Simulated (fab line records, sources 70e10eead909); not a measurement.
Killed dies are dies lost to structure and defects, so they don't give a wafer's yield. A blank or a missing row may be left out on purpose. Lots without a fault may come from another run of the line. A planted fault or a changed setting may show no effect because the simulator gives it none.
Which tool did it? | flow nand_harc | 24 lots, 72 wafers sampled, at 5 steps of a route of 1302

WHAT THE GAUGES READ, wafer by wafer
NHARC_A_SOURCE_PLATE_THK_MEAS_06: measures by ellipsometry. Usual: thk_nm 200.1 nm, standard deviation 2.2.
lot  | measured     | on            | thk_nm (nm)       | flag
L074 | day 7 22:46  | film_metro-02 | 198.1 198.5 197.8 |
L075 | day 8 01:48  | film_metro-01 | 199.3 197.5 196.4 |
L076 | day 8 09:17  | film_metro-01 | 198.6 200.0 198.5 |
L077 | day 9 00:02  | film_metro-01 | 202.5 200.2 201.3 |
L078 | day 9 08:07  | film_metro-01 | 200.8 201.4 197.7 |
L079 | day 9 19:16  | film_metro-02 | 204.1 204.8 203.9 |
L080 | day 10 08:44 | film_metro-01 | 202.0 198.7 197.3 |
L081 | day 10 08:44 | film_metro-02 | 200.3 196.9 198.3 |
L082 | day 11 04:10 | film_metro-02 | 198.0 201.6 200.2 |
L083 | day 11 13:43 | film_metro-01 | 200.6 199.3 198.7 |
L084 | day 12 06:49 | film_metro-02 | 195.8 195.5 199.0 |
L086 | day 12 16:37 | film_metro-01 | 199.7 199.9 200.7 |
L085 | day 12 16:37 | film_metro-02 | 197.4 196.3 200.1 |
L087 | day 14 00:27 | film_metro-01 | 200.0 199.3 197.5 |
L088 | day 14 00:27 | film_metro-02 | 202.4 202.5 202.0 |
L089 | day 14 11:29 | film_metro-01 | 202.6 199.9 200.5 |
L090 | day 14 11:29 | film_metro-02 | 202.0 200.3 199.6 |
L091 | day 14 18:12 | film_metro-02 | 203.1 205.3 203.7 |
L092 | day 15 04:02 | film_metro-01 | 200.8 199.2 199.9 |
L093 | day 15 16:35 | film_metro-01 | 198.9 201.0 200.3 |
L094 | day 16 02:05 | film_metro-02 | 197.3 196.7 197.3 |
L096 | day 16 22:00 | film_metro-01 | 197.2 200.3 200.1 |
L095 | day 16 22:01 | film_metro-01 | 202.3 201.2 201.1 |
L097 | day 17 07:41 | film_metro-02 | 200.6 199.1 200.5 |

NHARC_A_ONON_D1_THK_MEAS_30: measures by ellipsometry. Usual: thk_nm 999 nm, standard deviation 9.9.
lot  | measured     | on            | thk_nm (nm)    | flag
L074 | day 8 13:49  | film_metro-01 | 1002 1003 1003 |
L075 | day 8 14:08  | film_metro-01 | 995 994 995    |
L076 | day 8 22:33  | film_metro-02 | 988 990 990    |
L077 | day 9 14:04  | film_metro-01 | 979 978 978    |
L078 | day 9 21:07  | film_metro-02 | 997 995 995    |
L079 | day 10 08:54 | film_metro-02 | 1009 1009 1009 |
L080 | day 10 23:11 | film_metro-01 | 1000 1000 1001 |
L081 | day 10 23:10 | film_metro-02 | 995 992 995    |
L082 | day 11 22:40 | film_metro-02 | 1000 1003 1000 |
L083 | day 12 07:26 | film_metro-02 | 995 995 994    |
L084 | day 12 19:52 | film_metro-01 | 997 999 997    |
L086 | day 13 05:38 | film_metro-02 | 1003 1003 1002 |
L085 | day 13 05:38 | film_metro-01 | 1001 1000 1002 |
L087 | day 14 17:38 | film_metro-02 | 1009 1009 1009 |
L088 | day 14 17:38 | film_metro-01 | 1016 1016 1018 |
L089 | day 15 00:53 | film_metro-01 | 993 994 995    |
L090 | day 15 00:53 | film_metro-02 | 1009 1008 1009 |
L091 | day 15 07:53 | film_metro-02 | 1001 1002 1002 |
L092 | day 15 17:20 | film_metro-01 | 988 988 987    |
L093 | day 16 11:05 | film_metro-02 | 1028 1027 1030 |
L094 | day 16 15:04 | film_metro-01 | 989 990 990    |
L096 | day 17 10:45 | film_metro-01 | 1000 1000 1000 |
L095 | day 17 10:44 | film_metro-02 | 996 996 996    |
L097 | day 17 20:26 | film_metro-02 | 995 996 995    |

NHARC_A_CHANNEL_HOLE_D1_INSPECT_12. Usual: raw_defect_count 6, standard deviation 3.2.
lot  | measured     | on                | raw_defect_count | flag
L074 | day 8 17:11  | defect_inspect-02 | 5 7 4            |
L075 | day 8 17:31  | defect_inspect-02 | 4 6 12           |
L076 | day 9 02:01  | defect_inspect-01 | 12 5 8           |
L077 | day 9 21:24  | defect_inspect-02 | 6 5 5            |
L078 | day 10 01:05 | defect_inspect-01 | 1 2 1            |
L079 | day 10 14:07 | defect_inspect-01 | 5 12 5           |
L080 | day 11 05:03 | defect_inspect-02 | 3 3 3            |
L081 | day 11 04:53 | defect_inspect-02 | 1 2 4            |
L082 | day 12 01:56 | defect_inspect-01 | 9 4 6            |
L083 | day 12 10:55 | defect_inspect-02 | 2 3 5            |
L084 | day 13 00:19 | defect_inspect-02 | 5 7 11           |
L086 | day 13 09:16 | defect_inspect-02 | 12 7 10          |
L085 | day 13 09:37 | defect_inspect-01 | 8 2 6            |
L087 | day 14 21:44 | defect_inspect-02 | 6 6 4            |
L088 | day 14 20:55 | defect_inspect-01 | 8 5 7            |
L089 | day 15 05:01 | defect_inspect-02 | 8 9 6            |
L090 | day 15 04:51 | defect_inspect-01 | 10 5 9           |
L091 | day 15 13:02 | defect_inspect-02 | 3 4 7            |
L092 | day 15 20:37 | defect_inspect-02 | 5 7 4            |
L093 | day 16 17:49 | defect_inspect-02 | 5 8 7            |
L094 | day 16 19:41 | defect_inspect-02 | 9 5 6            |
L096 | day 17 17:38 | defect_inspect-01 | 5 4 6            |
L095 | day 17 17:05 | defect_inspect-02 | 5 7 4            |
L097 | day 18 03:35 | defect_inspect-02 | 5 6 8            |

NHARC_A_CHANNEL_HOLE_D1_CD_MEAS_18. Usual: cd_nm 99 nm, standard deviation 3.3.
lot  | measured     | on        | cd_nm (nm)  | flag
L074 | day 8 18:22  | cd_sem-03 | 96 104 98   |
L075 | day 8 18:42  | cd_sem-02 | 98 96 98    |
L076 | day 9 03:11  | cd_sem-01 | 96 94 93    |
L077 | day 9 22:35  | cd_sem-02 | 106 97 101  |
L078 | day 10 02:16 | cd_sem-02 | 100 103 100 |
L079 | day 10 15:17 | cd_sem-02 | 100 102 98  |
L080 | day 11 06:40 | cd_sem-01 | 104 100 100 |
L081 | day 11 06:14 | cd_sem-02 | 96 107 101  |
L082 | day 12 03:06 | cd_sem-03 | 98 102 102  |
L083 | day 12 12:05 | cd_sem-02 | 98 105 99   |
L084 | day 13 01:30 | cd_sem-02 | 106 95 104  |
L086 | day 13 10:54 | cd_sem-03 | 102 103 104 |
L085 | day 13 10:49 | cd_sem-02 | 98 101 101  |
L087 | day 14 22:56 | cd_sem-02 | 96 94 97    |
L088 | day 14 22:05 | cd_sem-03 | 107 104 101 |
L089 | day 15 06:38 | cd_sem-02 | 93 103 96   |
L090 | day 15 06:11 | cd_sem-03 | 99 93 98    |
L091 | day 15 14:12 | cd_sem-03 | 97 96 99    |
L092 | day 15 21:49 | cd_sem-02 | 102 92 101  |
L093 | day 16 18:59 | cd_sem-01 | 97 99 95    |
L094 | day 16 20:52 | cd_sem-01 | 98 94 94    |
L096 | day 17 18:49 | cd_sem-01 | 97 100 94   |
L095 | day 17 18:25 | cd_sem-02 | 102 97 106  |
L097 | day 18 04:46 | cd_sem-02 | 98 100 99   |

NHARC_A_CHANNEL_HOLE_D1_CD_MEAS_30. Usual: cd_nm 89.5 nm, standard deviation 1.6.
lot  | measured     | on        | cd_nm (nm)     | flag
L074 | day 8 23:59  | cd_sem-03 | 86.9 88.8 86.2 |
L075 | day 9 00:44  | cd_sem-03 | 89.7 88.5 88.5 |
L076 | day 9 08:44  | cd_sem-03 | 87.4 88.8 88.4 |
L077 | day 10 04:12 | cd_sem-02 | 90.4 90.1 89.4 |
L078 | day 10 08:20 | cd_sem-03 | 87.9 89.1 89.2 |
L079 | day 10 21:08 | cd_sem-03 | 90.1 90.6 87.3 |
L080 | day 11 15:44 | cd_sem-02 | 89.2 88.2 86.9 |
L081 | day 11 13:13 | cd_sem-01 | 88.0 93.5 92.8 |
L082 | day 12 08:41 | cd_sem-03 | 92.5 88.0 89.0 |
L083 | day 12 18:17 | cd_sem-03 | 91.0 90.6 86.7 |
L084 | day 13 07:04 | cd_sem-02 | 90.0 91.6 88.9 |
L086 | day 13 20:40 | cd_sem-02 | 88.1 90.0 90.3 |
L085 | day 13 20:25 | cd_sem-02 | 88.2 89.8 92.0 |
L087 | day 15 09:05 | cd_sem-03 | 89.2 87.4 88.0 |
L088 | day 15 05:33 | cd_sem-01 | 89.2 89.4 89.1 |
L089 | day 15 13:35 | cd_sem-01 | 89.6 88.8 89.1 |
L090 | day 15 13:15 | cd_sem-02 | 88.1 89.2 89.3 |
L091 | day 15 22:41 | cd_sem-03 | 85.2 88.5 85.8 |
L092 | day 16 03:23 | cd_sem-01 | 89.8 86.5 89.8 |
L093 | day 17 00:35 | cd_sem-01 | 89.9 91.2 91.9 |
L094 | day 17 04:54 | cd_sem-02 | 92.5 86.3 89.9 |
L096 | day 18 03:57 | cd_sem-01 | 88.5 88.9 88.8 |
L095 | day 18 00:01 | cd_sem-01 | 94.0 88.7 89.1 |
L097 | day 18 10:20 | cd_sem-02 | 88.2 93.4 89.2 |

WHICH TOOL RAN EACH LOT (tool, then ch and the chambers of the sampled wafers, then the start)
The record holds no process step before these readings.

WHAT THE TOOLS THEMSELVES READ (means of the sampled wafers that have a number; where no wafer has one, the mark that the record gives instead)
The record holds no such reading with a usual standard deviation.

THE ANSWER, worked out from the rows above alone
Rule: a lot is off if the mean of its wafers that have a number lies more than 3 standard deviations from the usual mean. A lot without any number at a reading at which 4 lots or more have one is off too. The other lots that the step has rows for count as sound. The gauges are gone through in route order, then the tools' own readings, and for those a lot's mean is taken as printed above. The first step at which some lot is off is used, and at that step the reading that is off furthest; a lot without a number counts as furthest.
No lot is off at any reading shown: from this, nothing can be told.

WHAT THE SIMULATOR HAD PUT IN
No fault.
